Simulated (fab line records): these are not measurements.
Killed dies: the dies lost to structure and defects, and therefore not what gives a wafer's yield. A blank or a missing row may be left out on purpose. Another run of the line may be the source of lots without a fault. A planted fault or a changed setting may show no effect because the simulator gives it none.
Which of the tools did it? -- flow n5_finfet -- 10 lots with 30 wafers sampled at 4 steps, on a route of 1938 steps

## WHAT THE GAUGES READ, wafer by wafer
N5_BEOL_M0_RS_MEAS_126: uses a four-point probe to measure.
lot,measured,on,M0_RS (ohm/sq)
L740,day 7 09:29,film_metro-02,0.580 0.540 0.549
L741,day 7 13:47,film_metro-01,0.555 0.565 0.550
L742,day 7 22:25,film_metro-01,0.538 0.518 0.532
L744,day 8 09:02,film_metro-01,0.518 0.512 0.506
L745,day 8 18:10,film_metro-02,0.559 0.537 0.551
L751,day 10 03:41,film_metro-01,0.549 0.561 0.538
L753,day 10 19:41,film_metro-01,0.519 0.542 0.516
L755,day 10 22:05,film_metro-01,0.548 0.530 0.527
L756,day 11 02:37,film_metro-01,0.535 0.527 0.513
L758,day 12 04:21,film_metro-02,0.515 0.519 0.508

## TOOL THAT RAN EACH LOT (tool first, then ch and the chambers of the sampled wafers, then the start)
lot,N5_BEOL_M0_ANNEAL_117,N5_BEOL_M0_SPUTTER_141,N5_BEOL_M0_ANNEAL_119
L740,"pvd_sputter-01, day 7 06:46","pvd_sputter-01, day 7 07:03","rtp_anneal-02 ch 0, day 7 08:43"
L741,"pvd_sputter-01, day 7 09:39","pvd_sputter-01, day 7 09:56","rtp_anneal-02 ch 0, day 7 13:00"
L742,"pvd_sputter-01, day 7 17:35","pvd_sputter-01, day 7 17:52","rtp_anneal-02 ch 0, day 7 21:34"
L744,"pvd_sputter-01, day 8 04:54","pvd_sputter-01, day 8 05:11","rtp_anneal-02 ch 0, day 8 08:10"
L745,"pvd_sputter-02, day 8 12:14","pvd_sputter-02, day 8 12:31","rtp_anneal-02 ch 0, day 8 17:20"
L751,"pvd_sputter-01, day 9 22:37","pvd_sputter-01, day 9 22:53","rtp_anneal-02 ch 0, day 10 02:50"
L753,"pvd_sputter-02, day 10 15:36","pvd_sputter-02, day 10 15:53","rtp_anneal-02 ch 0, day 10 18:50"
L755,"pvd_sputter-03, day 10 19:37","pvd_sputter-03, day 10 19:53","rtp_anneal-01 ch 0, day 10 20:45"
L756,"pvd_sputter-02, day 11 01:02","pvd_sputter-02, day 11 01:19","rtp_anneal-01 ch 0, day 11 01:51"
L758,"pvd_sputter-01, day 12 03:01","pvd_sputter-01, day 12 03:17","rtp_anneal-02 ch 0, day 12 03:30"
- N5_BEOL_M0_ANNEAL_117: time 60 s.
- N5_BEOL_M0_SPUTTER_141: material Cu, target thk 4 nm, time 7.37 s.
- N5_BEOL_M0_ANNEAL_119: time 90 s.

## THE ANSWER, worked out from the rows above alone
Rule: usual is defined by the lots themselves. The widest of any qualifying gaps counts: lots, ordered by their means at a reading, are off when they make up no more than a third of the lots, leave a main group of 4 or more, and stand apart from it by 3 or more times the standard deviation of that group's means. A main group is skipped when, at the precision printed for the reading in the tables above, its means are all equal. Also off: a lot with no number at a reading for which 4 or more lots have one. Any other lot the step has rows for is counted as sound.
No lot is off at any reading shown: from this, nothing can be told.

## WHAT THE SIMULATOR HAD PUT IN
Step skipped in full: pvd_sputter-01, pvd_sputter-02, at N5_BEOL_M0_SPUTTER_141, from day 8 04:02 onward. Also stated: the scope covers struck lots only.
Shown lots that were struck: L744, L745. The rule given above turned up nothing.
